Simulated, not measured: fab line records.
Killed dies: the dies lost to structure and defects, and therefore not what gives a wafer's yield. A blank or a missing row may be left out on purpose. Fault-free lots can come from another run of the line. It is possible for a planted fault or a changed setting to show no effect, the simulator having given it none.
Struck lot and sound lot, side by side	flow nand harc	13 steps out of a route of 1159
Sound: wafers L376.1, L376.4, L376.5. The struck wafers were L382.1, L382.2, L382.3. Last of all comes the cause.
Each step with rows lists, per side, the tool, then ch with its chambers, then its first start. Under that, the readings that differ: sound wafers	struck wafers	difference of the means	sigmas: that difference in standard deviations of wafers without a fault.
alike: same words and numbers on both sides, and readings whose means sit less than 2 such deviations apart. not compared: any withheld reading, any reading some wafer has no value for, any bound like >300 that may hide the same value, and any number with overlapping values for which the record gives no deviation.
The two part at a step that has a row with sigmas, a row that says differs or no value, or rows on one side only. When numbers do not overlap yet have no deviation, they are printed without sigmas and do not part them. A reading that every wafer of one side lacks parts them only if that side has two wafers or more.

NHARC_A_SLIT_ETCH_29: etches the open film in CF4/O2, target depth 100 nm, overetch 10 nm, time 55 s.
  sound on rie diel-01 ch 0,2, day 16 20:42; struck on rie diel-11 ch 0,1,3, day 19 07:08
  alike: bias w, drypump motor current A, oes product au, rf vpp V, showerhead plenum p Torr, throttle valve pct
  not compared: rf hours counter h
NHARC_A_SLIT_STRIP_18: strips in O2.
  sound on rie diel-01 ch 1,2,3; struck on rie diel-11 ch 0,1,3
  alike: drypump motor current A, oes product au, rf vpp V, showerhead plenum p Torr, throttle valve pct
  not compared: rf hours counter h
then, 2 steps without rows for these wafers: NHARC_A_SLIT_PRECLEAN_19 (cleans in SC1); NHARC_A_SLIT_SRD_20.
NHARC_A_SLIT_CD_MEAS_21:
  struck on cd sem-02, day 19 07:40; sound on cd sem-03, day 16 21:17
  alike: cd nm
then, 3 steps without rows for these wafers: NHARC_A_SIN_REMOVE_WET_00 (chemistry H3PO4, time 15300 s); NHARC_A_SIN_REMOVE_PRECLEAN_01 (cleans in SC1); NHARC_A_SIN_REMOVE_SRD_02.
NHARC_A_SIN_REMOVE_INSPECT_04:
  struck on defect inspect-02, day 19 13:24; sound on defect inspect-01, day 17 03:48
  alike: raw defect count
NHARC_A_WL_FILL_ALD_00: deposits Al2O3, target thk 3 nm, pulse time 3 s, ald cycles 30.
  sound on ald hk-01 ch 1,2,3, day 17 03:53; struck on ald hk-04 ch 0,1,3, day 19 13:28
reading	sound	struck	difference	sigmas
precursor pulse height rel	0.982 0.972 1.019	1.029 1.033 1.032	+0.040	+2
  alike: heater power outer w, heater power w
NHARC_A_WL_FILL_RTA_01: time 5 s.
  sound on rtp anneal-01 ch 0, day 17 04:09; struck on rtp anneal-01 ch 0, day 19 13:49
  alike: lamp power pct, wafer_temp_C_max
NHARC_A_WL_FILL_ALD_02: deposits TiN, target thk 2 nm, pulse time 3 s, ald cycles 100.
  sound on ald metal-04 ch 0,3, day 17 04:22; struck on ald metal-04 ch 0,1,2, day 19 14:02
  no value came back on the struck wafers for ald cycles, heater power outer w (W), heater power w (W), precursor pulse height rel; on the sound wafers ald cycles reads 100 100 100
-- break in the record here, with 4 days between the starts of the struck wafers on either side (left off in module A_WL_FILL, picked up again in module END, where the first step shown is number 1159 on the route) --
NHARC_END_SORT_01:
  only the struck wafers appear in the record here, on prober-01 ch 0 at day 23 22:28; the sound ones have no rows

== WHERE THEY PART ==
Earliest at NHARC_A_WL_FILL_ALD_00; latest, in this record, at NHARC_END_SORT_01.

WHY: the cause the simulator had injected
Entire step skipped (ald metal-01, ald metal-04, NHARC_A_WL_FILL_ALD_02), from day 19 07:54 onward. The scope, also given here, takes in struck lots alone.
